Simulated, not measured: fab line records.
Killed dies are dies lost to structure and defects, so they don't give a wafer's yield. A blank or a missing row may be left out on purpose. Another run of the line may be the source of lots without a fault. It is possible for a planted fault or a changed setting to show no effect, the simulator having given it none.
8D (eight disciplines) problem report, filled in by code || flow n5 finfet || the parts of the form that need people (team, actions taken, sign-off) are left out

== 1. WHAT WENT WRONG ==
At N5_STI_FIN_REVEAL_FIN_H_MEAS_10, trench depth nm averages 57.9 nm over 6 wafers from 2 lots, while fault-free wafers read 52.0 nm, standard deviation 0.5. Relative to the usual mean, that is a shift of +12 standard deviations.
Seen first at day 4 19:00 on ocd-02, wafer L643.1. Wafers with a number at this step in the record: 24, from 8 lots. By rule, "out" or "out of limits" means more than 4 standard deviations away from the usual mean. All remaining wafers that have a number are taken as sound.

== 2. WHAT IT IS; WHAT IT IS NOT ==
{"question": "which readings at this step", "is": "trench depth nm", "is not": "-"}
{"question": "which lots", "is": "L643, L645", "is not": "L646, L649, L650, L655, L656, L657"}
{"question": "which wafers of those lots", "is": "all that have a number", "is not": "-"}
{"question": "read on which gauges", "is": "ocd-02", "is not": "ocd-01"}
{"question": "when", "is": "from day 4 19:00", "is not": "up to then (0 sound wafers); but 18 sound wafers of L646, L649, L650, L655, L656, L657 came after"}

== 3. THE SUSPECTS, EACH WITH WHAT RULES IT OUT ==
Counting: a tool stays on the suspect list if, at a process step up to the reading, it processed all lots that are out and no sound lot following the first of them.
- ruled out: the gauge at N5_STI_FIN_REVEAL_FIN_H_MEAS_10. All the wafers that are out were read on ocd-02, but those of them that N5_BEOL_M4_RC_MEAS_101 has rows for are out there too, on other tools.
- rie diel-05 at N5_STI_FIN_REVEAL_ETCHBACK_08 (etches SiO2 in C4F6/O2, target depth 30.5 nm, time 10.167 s): ruled out as a lasting fault. Following L643 (day 4 16:01), the first lot on it that is out, the sound lots L655, L657 were run on it.
- rie diel-05 at N5_STI_FIN_REVEAL_STRIP_24 (strips in N2/H2, time 90 s): ruled out as a lasting fault. Following L643 (day 4 16:03), the first lot on it that is out, the sound lots L655, L657 were run on it.
Left after counting: nothing in the record.

== 4. THE CAUSE (what the simulator had put in) ==
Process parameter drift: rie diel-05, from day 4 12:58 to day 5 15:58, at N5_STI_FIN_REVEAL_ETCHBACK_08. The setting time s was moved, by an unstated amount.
Counting ruled it out, wrongly: the rule takes a fault to strike every lot that its tool runs from its start on, and this one did not.

== 5. THE CHAIN OF EFFECTS, in route order ==
One row per reading whose mean, taken over the struck wafers that have a number, lies over 3 standard deviations from the usual. Readings are gone through only where the record gives a usual standard deviation; hours: the median, over the lots, of the time from a lot's start at the first step in this table giving one to that lot's start at this step; sigmas: the change measured in usual standard deviations.
{"hours": 0, "step": "N5_STI_FIN_REVEAL_FIN_H_MEAS_10", "reading": "trench depth nm", "usual": "52.0 nm", "on struck wafers": 57.9, "change": "+5.9", "sigmas": "+12"}
{"hours": 150, "step": "N5_BEOL_M4_RC_MEAS_101", "reading": "ION_N", "usual": "672 uA/um", "on struck wafers": 719, "change": "+47", "sigmas": "+5.4"}
{"hours": 150, "step": "N5_BEOL_M4_RC_MEAS_101", "reading": "ION_P", "usual": "461 uA/um", "on struck wafers": 492, "change": "+31", "sigmas": "+5.0"}
Later measuring or inspecting steps at which every struck wafer that the step has a row for has a number for every such reading, and none has moved that far: N5_STI_FIN_REVEAL_INSPECT_13.

== 6. HOW IT WOULD HAVE BEEN CAUGHT EARLIER ==
Counted from the fault's start at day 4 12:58, it took 6 hours until the first out-of-limits reading at a measuring or inspecting step in this record, taken at day 4 19:00.
An alarm limit of 4 standard deviations would not have fired on the tool readings at N5_STI_FIN_REVEAL_ETCHBACK_08 for which the record gives a usual standard deviation, since none of them was out on any struck wafer.
